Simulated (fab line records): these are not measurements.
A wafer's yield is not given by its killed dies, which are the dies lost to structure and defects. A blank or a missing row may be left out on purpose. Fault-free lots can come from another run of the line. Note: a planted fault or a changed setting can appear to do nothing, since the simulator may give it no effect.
fab line records -- flow n5Finfet
[record] lots = 4, wafers = 11, lastDay = 17
route steps=1938 shown GATE_CUT@465 BEOL_M4@1111
lots with no fault: from the same line, run without faults
startH: hours from the record's first day to the start of the lot's first wafer shown -- waitH: time in hours since the lot's previous step -- " same as the row above -- L1.1+2: several wafers, shown together as one row -- - no value, or no start given -- * or withheld: withheld -- < > ~ a bound
route shown NAME@n: names a module that has steps shown in the file, with the first one's number in the route -- usual: the fault-free wafers' mean and standard deviation -- same: alike in all rows -- chamber/n: place in a boat -- sites: readings site by site -- _std_site: the values' standard deviation -- _edge_site: mean of outer sites minus mean of inner sites -- radiusMm: how far each site lies from the wafer's centre -- mask NAME#n: copy n -- behind: tool/chamber where the wafer was last shaped -- hold: cause of the lot's hold/its duration in hours/its outcome -- device: transistor that didn't switch, given as n, p or np -- end of line: the route-end tests of the same wafers -- for a step that has no rows: nothing shown but its recipe -- killed: dies lost to structure and defects at the first sort, not the wafer's yield -- map: a wafer's dies, x killed, . not, _ none there
set.NAME: setting as actually run; set.NAME@STEP: the setting as run at that earlier step -- model.NAME: the simulator's own value behind a step, which no gauge read
certain route steps with their lots: each step a table, each wafer a row
services: when a tool's chamber went out of use (startH, in hours from the record's first day, below 0 if earlier), for how many hours, and the reason
[[steps]]
[step N5_GATE_CUT_ETCHBACK_00]
[recipe] chemistry = SF6/Cl2, target = W, pressureMtorr = 8, icpW = 900, biasW = 80, SF6_flow_sccm = 40, Cl2_flow_sccm = 60
[step N5_GATE_CUT_ETCH_56]
[recipe] chemistry = Cl2/Ar, target = TiN, targetDepthA = 216, pressureMtorr = 10, icpW = 600, biasW = 60, Cl2_flow_sccm = 40, Ar_flow_sccm = 60
[step N5_GATE_CUT_ETCHBACK_30]
[recipe] chemistry = Cl2/Ar, target = TiN, targetDepthA = 30, mode = isotropic, pressureMtorr = 10, icpW = 600, biasW = 60, Cl2_flow_sccm = 40, Ar_flow_sccm = 60
[step N5_GATE_CUT_VAPOR_ETCH_60]
[recipe] chemistry = BCl3/Cl2, target = HfO2, mode = isotropic
[step N5_GATE_CUT_ETCH_58]
[recipe] chemistry = CH3F/O2, target = SiNx, targetDepthA = 170, timeS = 128.6, ionEnergyEv = 50, pressureMtorr = 30, sourceW = 415, biasW = 21, Ar_flow_sccm = 150, CH3F_flow_sccm = 30, O2_flow_sccm = 20
[step N5_GATE_CUT_STRIP_59]
[recipe] chemistry = N2/H2, timeS = 20, powerW = 100, tempC = 40, pressureMtorr = 100, rfFrequencyHz = 6e+07, biasPowerW = 3, n2FlowSccm = 300, h2FlowSccm = 300
[step N5_GATE_CUT_PRECLEAN_31]
[recipe] tempC = 23, chemistry = DIW, timeS = 300
[step N5_GATE_CUT_SRD_32]
[recipe] timeS = 30, tempC = 23, rinseLiquid = diw, dry = ipaMarangoni
[step N5_GATE_CUT_SAC_CAP_01]
[recipe] material = SiNx, targetThkA = 240, tempC = 400, aldPrecursorFamily = SiH2I2, aldCoReactant = N2/H2-plasma, pulseTimeS = 1, aldCycles = 480, purgeTimeS = 2, coReactantPurgeTimeS = 2, pressureTorr = 2
[step N5_GATE_CUT_PECVD_57]
[recipe] material = SiNx, targetThkA = 210, tempC = 400, precursor = SiH4/NH3/N2, pressureTorr = 1.5, rfW = 300
[step N5_GATE_CUT_CMP_02]
[recipe] stopOn = SiO2, tOverpolishS = 12.7, postCmpClean = alkalineBrush, downForcePsi = 2.5, platenRpm = 51.8, padVelocityMS = 1.0307, targetThkNm = 0
[step N5_GATE_CUT_HM_DEP_46]
[recipe] material = SiO2, targetThkA = 1300, tempC = 400, precursor = TEOS/O2, pressureTorr = 6.5, rfW = 900, teosFlowSccm = 161.4, gas = O2, flowSccm = 2650, timeS = 26.6
[usual] heaterPowerOuterW = 290/36, heaterPowerW = 542/57, showerheadPlenumPTorr = 8.343/0.028, showerheadVppV = 1822/58, throttleValvePct = 18.4/1.2
lot.wafer,tool,chamber,startH,waitH,heaterPowerOuterW,heaterPowerW,showerheadPlenumPTorr,showerheadVppV,throttleValvePct,model.SiO2_of_GATE_CUT_HM_DEP_46.thkNm
L763.1,pecvd-04,1,162.52,0.0,250,524,8.329,1832,18.2,130.2
L763.4,pecvd-04,1,162.52,0.0,250,524,8.327,1813,18.1,131.8
L763.6,pecvd-04,0,162.52,0.0,275,570,8.367,1866,19.4,130.6
L767.1,pecvd-04,2,185.31,0.0,291,498,8.331,1857,17.1,131.4
L767.2,pecvd-04,1,185.31,0.0,323,624,8.309,1821,18.3,132
L767.5,pecvd-04,2,185.31,0.0,287,498,8.318,1845,17.0,128.8
L768.1,pecvd-02,2,196.39,0.0,249,493,8.373,1860,17.8,127.8
L768.2,pecvd-02,0,196.39,0.0,300,541,8.338,1870,19.1,128.2
L768.5,pecvd-02,1,196.39,0.0,327,594,8.343,1729,17.5,132
L769.1,pecvd-04,2,205.78,0.0,250,437,8.318,1849,17.2,129.6
L769.5,pecvd-04,1,205.78,0.0,294,584,8.321,1836,18.2,127.4
[step N5_GATE_CUT_COAT_34]
[recipe] resist = SOC, tempC = 250, timeS = 60, spinRpm = 1500, resistThkNm = 60
[step N5_GATE_CUT_COAT_35]
[recipe] resist = SiARC, tempC = 220, timeS = 60, spinRpm = 1500, resistThkNm = 10
[step N5_GATE_CUT_COAT_27]
[recipe] resist = underlayer, tempC = 205, timeS = 60, spinRpm = 1500, resistThkNm = 10
[step N5_GATE_CUT_COAT_07]
[recipe] resist = CAR-EUV, spinRpm = 1500, resistThkNm = 30
[step N5_GATE_CUT_EBR_09]
[recipe] solvent = PGMEA, ebrWidthMm = 1.5
[step N5_GATE_CUT_SOFTBAKE_08]
[recipe] tempC = 110, timeS = 60, resist = CAR-EUV
[step N5_GATE_CUT_EXPOSE_10]
[recipe] maskId = GATE_CUT, na = 0.33, sourceShape = annular, sigmaInner = 0.35, sigmaOuter = 0.8, polarization = unpolarized, targetCdNm = 20, doseMj = 43.25
[step N5_GATE_CUT_PEB_11]
[recipe] pebTempC = 100, pebTimeS = 60, resist = CAR-EUV
[step N5_GATE_CUT_DEVELOP_12]
[recipe] developTimeS = 30, developer = TMAH, resist = CAR-EUV, rinseLiquid = surfactantRinse, dry = airSpin, devTempC = 23
[step N5_GATE_CUT_DESCUM_18]
[recipe] chemistry = O2, timeS = 7, sourcePowerW = 50, biasPowerW = 20, pressureMtorr = 20, rfFrequencyHz = 2.712e+07, tempC = 40, resist = CAR-EUV, o2FlowSccm = 225
[step N5_GATE_CUT_ETCH_28]
[recipe] chemistry = N2/H2, target = underlayer, targetDepthA = 130, maskMaterial = CAR-EUV, timeS = 10.4, ionEnergyEv = 200, pressureMtorr = 30, sourceW = 840, biasW = 150, n2FlowSccm = 200, h2FlowSccm = 200, ends = cleared
[step N5_GATE_CUT_ETCH_36]
[recipe] chemistry = CF4, target = SiARC, targetDepthA = 130, maskMaterial = CAR-EUV, timeS = 21.7, ionEnergyEv = 80, pressureMtorr = 40, sourceW = 545, biasW = 36, Ar_flow_sccm = 100, cf4FlowSccm = 100, ends = cleared
[step N5_GATE_CUT_ETCH_37]
[recipe] chemistry = N2/H2, target = SOC, targetDepthA = 600, overetchA = 120, maskMaterial = SiARC, tempC = 40, timeS = 90, ionEnergyEv = 200, pressureMtorr = 30, sourceW = 840, biasW = 150, n2FlowSccm = 200, h2FlowSccm = 200
[step N5_GATE_CUT_STRIP_38]
[recipe] chemistry = N2/H2, tempC = 40, n2FlowSccm = 200, h2FlowSccm = 200, rfFrequencyHz = 6e+07
[step N5_GATE_CUT_STRIP_39]
[recipe] chemistry = N2/H2, tempC = 40, n2FlowSccm = 200, h2FlowSccm = 200, rfFrequencyHz = 6e+07
[step N5_GATE_CUT_HM_OPEN_40]
[recipe] chemistry = C4F6/O2, target = SiO2, maskMaterial = SiARC, targetDepthA = 1390, timeS = 85.1, ionEnergyEv = 250, pressureMtorr = 30, sourceW = 345, biasW = 185, Ar_flow_sccm = 300, C4F6_flow_sccm = 10, O2_flow_sccm = 10, ends = cleared
[usual] O2_flow_sccm = 9.998/0.03, biasW = 185.1/0.55, drypumpMotorCurrentA = 5.7/0.38, etchRfOnTimeS = 93.5/2, oes_ar_750_au = 0.81/0.086, oesProductAu = 0.73/0.082, rfVppV = 668/7.6, showerheadPlenumPTorr = 2.88/0.069, throttleValvePct = 20.94/0.18
lot.wafer,tool,chamber,startH,waitH,O2_flow_sccm,biasW,drypumpMotorCurrentA,etchRfOnTimeS,oes_ar_750_au,oesProductAu,rfHoursCounterH,rfVppV,showerheadPlenumPTorr,throttleValvePct,model.etch.depthNm,model.SOC_of_GATE_CUT_COAT_34.thkNm
L763.1,rieDiel-05,1,163.14,0.0,9.961,184.8,5.6,91.4,0.76,0.69,147,661,2.87,20.94,130.2,32.2
L763.4,rieDiel-05,0,163.14,0.0,10.001,185.5,6.2,95.8,0.75,0.67,163,671,2.96,21.22,131.9,32.6
L763.6,rieDiel-05,3,163.14,0.0,9.960,184.7,5.6,93.8,0.93,0.85,-,666,2.82,20.86,130.7,32.2
L767.1,rieDiel-04,0,186.23,0.0,9.996,185.5,5.9,93.4,0.77,0.70,139,657,2.87,20.86,131.4,32.4
L767.2,rieDiel-04,1,186.23,0.0,10.020,185.1,5.4,94.2,0.93,0.85,11,671,2.78,20.67,132,32.4
L767.5,rieDiel-04,0,186.23,0.0,9.970,185.8,5.9,92.0,0.77,0.70,-,657,2.87,20.85,128.8,33
L768.1,rieDiel-02,0,197.03,0.0,10.056,185.3,5.4,91.2,0.97,0.89,2,671,3.02,20.49,127.7,33.2
L768.2,rieDiel-02,3,197.03,0.0,9.998,184.0,5.2,93.5,0.71,0.64,175,677,2.96,21.23,128.3,33.6
L768.5,rieDiel-02,2,197.03,0.0,9.976,185.3,5.5,96.4,0.75,0.67,-,663,2.83,20.63,132.1,32.4
L769.1,rieDiel-05,3,206.84,0.0,9.934,185.1,5.6,94.3,0.90,0.81,30,665,2.81,20.88,129.5,32.4
L769.5,rieDiel-05,0,206.84,0.0,9.964,185.4,6.2,93.3,0.75,0.67,-,672,2.95,21.24,127.4,33.6
[step N5_GATE_CUT_STRIP_41]
[recipe] chemistry = CF4, resist = SiARC, powerW = 300, biasPowerW = 75, pressureMtorr = 50, cf4FlowSccm = 150, rfFrequencyHz = 6e+07
[step N5_GATE_CUT_STRIP_42]
[recipe] chemistry = O2, powerW = 400, tempC = 40, pressureMtorr = 30, rfFrequencyHz = 6e+07, biasPowerW = 0, overashFraction = 0.3, o2FlowSccm = 225
[step N5_GATE_CUT_ETCH_19]
[recipe] chemistry = CH3F/O2, target = SiNx, maskMaterial = SiO2, targetDepthA = 537, timeS = 76.7, pressureMtorr = 30, sourceW = 395, biasW = 73, Ar_flow_sccm = 150, CH3F_flow_sccm = 30, O2_flow_sccm = 20, ionEnergyEv = 120, ends = cleared
[step N5_GATE_CUT_CUT_ETCH_53]
[recipe] chemistry = SF6/Cl2, target = W, maskMaterial = SiO2, targetDepthA = 792, pressureMtorr = 8, icpW = 900, biasW = 80, SF6_flow_sccm = 40, Cl2_flow_sccm = 60, ends = cleared
[step N5_GATE_CUT_CUT_ETCH_54]
[recipe] chemistry = Cl2/BCl3, target = TiN, maskMaterial = SiO2, targetDepthA = 967, pressureMtorr = 10, icpW = 1000, biasW = 126, Cl2_flow_sccm = 53.25, bcl3FlowSccm = 21.75, Ar_flow_sccm = 25, ends = cleared
[step N5_GATE_CUT_CUT_ETCH_55]
[recipe] chemistry = BCl3, target = HfO2, maskMaterial = SiO2, targetDepthA = 32, ionEnergyEv = 30, pressureMtorr = 5, icpW = 450, biasW = 18, bcl3FlowSccm = 80
[step N5_GATE_CUT_ETCH_47]
[recipe] chemistry = Cl2/BCl3, target = SiO2, targetDepthA = 100, pressureMtorr = 10, icpW = 1000, biasW = 126, Cl2_flow_sccm = 53.25, bcl3FlowSccm = 21.75, Ar_flow_sccm = 25
[step N5_GATE_CUT_VAPOR_ETCH_48]
[recipe] chemistry = BCl3/Cl2, target = TiN, mode = isotropic
[step N5_GATE_CUT_VAPOR_ETCH_49]
[recipe] chemistry = BCl3/Cl2, target = TiAlC, mode = isotropic
[step N5_GATE_CUT_VAPOR_ETCH_51]
[recipe] chemistry = BCl3/Cl2, target = HfO2, mode = isotropic
[step N5_GATE_CUT_CMP_23]
[recipe] stopOn = SiO2, tOverpolishS = 23.4, postCmpClean = alkalineBrush, downForcePsi = 2.5, platenRpm = 51.8, padVelocityMS = 1.0307, targetThkNm = 16
[usual] motorCurrentA = 9.1/1.1, overpolishRunS = 23.399/0.009, platenRpm = 51.80/0.035, timeToEndpointS = 19.3/2.8
lot.wafer,tool,chamber,startH,waitH,motorCurrentA,overpolishRunS,platenRpm,timeToEndpointS,model.SiO2_of_GATE_CUT_HM_DEP_46.thkNm
L763.1,cmp-01,2,165.42,0.9,8.7,23.414,51.82,14.0,104.6
L763.4,cmp-01,3,165.42,0.9,8.6,23.392,51.77,17.1,106.2
L763.6,cmp-01,2,165.42,0.9,9.0,23.404,51.82,12.9,105
L767.1,cmp-03,3,188.85,0.8,8.8,23.399,51.79,19.0,105.6
L767.2,cmp-03,0,188.85,0.8,9.6,23.412,51.80,16.1,106.2
L767.5,cmp-03,2,188.85,0.8,7.3,23.401,51.74,20.9,103
L768.1,cmp-02,3,199.23,0.8,9.0,23.400,51.75,20.9,102
L768.2,cmp-02,0,199.23,0.8,9.4,23.394,51.78,15.8,102.6
L768.5,cmp-02,2,199.23,0.8,11.4,23.395,51.77,21.6,106.6
L769.1,cmp-01,0,209.93,0.8,8.6,23.397,51.81,18.7,103.8
L769.5,cmp-01,1,209.93,0.8,10.4,23.407,51.82,19.6,101.6
[step N5_BEOL_M4_RC_MEAS_101]
[usual] DIBL_N = 35.7/1.5, DIBL_P = 35.7/2, IOFF_N = 0.155/0.026, IOFF_P = 0.20/0.031, ION_N = 675/11, ION_P = 462/7.1, SS_N = 71.3/0.57, SS_P = 73.1/0.56, VT_N = 250/3, VT_P = -251/3
lot.wafer,tool,chamber,startH,waitH,DIBL_N[mV/V],DIBL_P[mV/V],IOFF_N[nA/um],IOFF_P[nA/um],ION_N[uA/um],ION_P[uA/um],SS_N[mV/dec],SS_P[mV/dec],VT_N[mV],VT_P[mV]
L763.1,prober-02,0,255.81,0.0,37.1,37.3,0.178,0.22,680,463,71.2,72.8,250,-251
L763.4,prober-02,0,255.81,0.0,37.3,36.9,0.163,0.21,667,460,72.1,73.0,251,-252
L763.6,prober-02,0,255.81,0.0,37.5,37.2,0.184,0.21,684,460,71.9,73.3,248,-253
L767.1,prober-01,0,267.55,0.0,35.5,36.5,0.166,0.21,687,470,71.1,73.8,247,-251
L767.2,prober-01,0,267.55,0.0,35.3,35.9,0.150,0.20,666,460,71.5,72.9,248,-250
L767.5,prober-01,0,267.55,0.0,35.6,37.2,0.169,0.22,693,479,70.9,72.7,243,-249
L769.1,prober-01,0,286.03,0.0,35.8,33.9,0.141,0.20,677,461,71.3,72.9,253,-251
L769.5,prober-01,0,286.03,0.0,35.4,34.5,0.130,0.21,662,460,71.1,73.0,254,-248
L768.1,prober-02,0,292.94,0.0,33.0,34.1,0.122,0.14,677,453,70.5,72.4,253,-258
L768.2,prober-02,0,292.94,0.0,34.8,35.4,0.139,0.15,673,452,71.1,72.5,253,-258
L768.5,prober-02,0,292.94,0.0,33.7,34.6,0.132,0.15,679,456,71.4,73.2,251,-257
[[services]]
tool,chamber,startH,hours,kind
rieDiel-04,2,143.32,5.9,repair
rieDiel-04,-,144.48,0.2,repair
rieDiel-02,2,145.20,5.7,repair
pecvd-02,0,156.95,2.1,scheduledDown
rieDiel-02,0,162.78,-,clean
rieDiel-02,0,162.78,-,consumableReplace:focusRing
rieDiel-02,0,162.78,-,consumableReplace:showerhead
rieDiel-02,0,162.78,20.6,scheduledDown
rieDiel-02,0,162.78,20.6,ventCycle
pecvd-04,2,165.21,5.5,scheduledDown
cmp-01,-,168.17,4.1,pm
rieDiel-02,-,174.67,14.6,pm
pecvd-04,1,178.00,2.1,scheduledDown
cmp-01,-,179.11,2.5,repair
pecvd-04,2,180.13,2.1,scheduledDown
cmp-02,-,183.37,4.0,pm
cmp-02,-,187.37,-,consumableReplace:conditioner
cmp-02,-,187.37,-,consumableReplace:pad
rieDiel-02,1,189.27,-,clean
rieDiel-02,1,189.27,-,consumableReplace:focusRing
rieDiel-02,1,189.27,21.8,scheduledDown
rieDiel-02,0,190.78,2.9,repair
cmp-01,-,192.70,7.2,repair
rieDiel-02,3,201.95,4.0,repair
[[key]]
firstSign none at tools or gauges
[modelEffect] step = N5_GATE_CUT_HM_DEP_46, value = SiO2_of_GATE_CUT_HM_DEP_46.thkNm, without = 131.9, struck = 128.1
[modelEffect] step = N5_GATE_CUT_HM_OPEN_40, value = etch.depthNm, without = 131.9, struck = 128.1
[modelEffect] step = N5_GATE_CUT_CMP_23, value = SiO2_of_GATE_CUT_HM_DEP_46.thkNm, without = 106.1, struck = 102.3
metAt N5_GATE_CUT_HM_DEP_46
struckWafers L767.5,L769.5
onsetBetween 162.52 185.31
[fault] kind = processParameterDrift, tool = pecvd-04, chamber = -, onsetH = 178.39, steps = N5_GATE_CUT_HM_DEP_46, channel = timeS, offset = *, shape = step, endH = 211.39, scope = struckWafersOnly, actsIn = *, stated = *
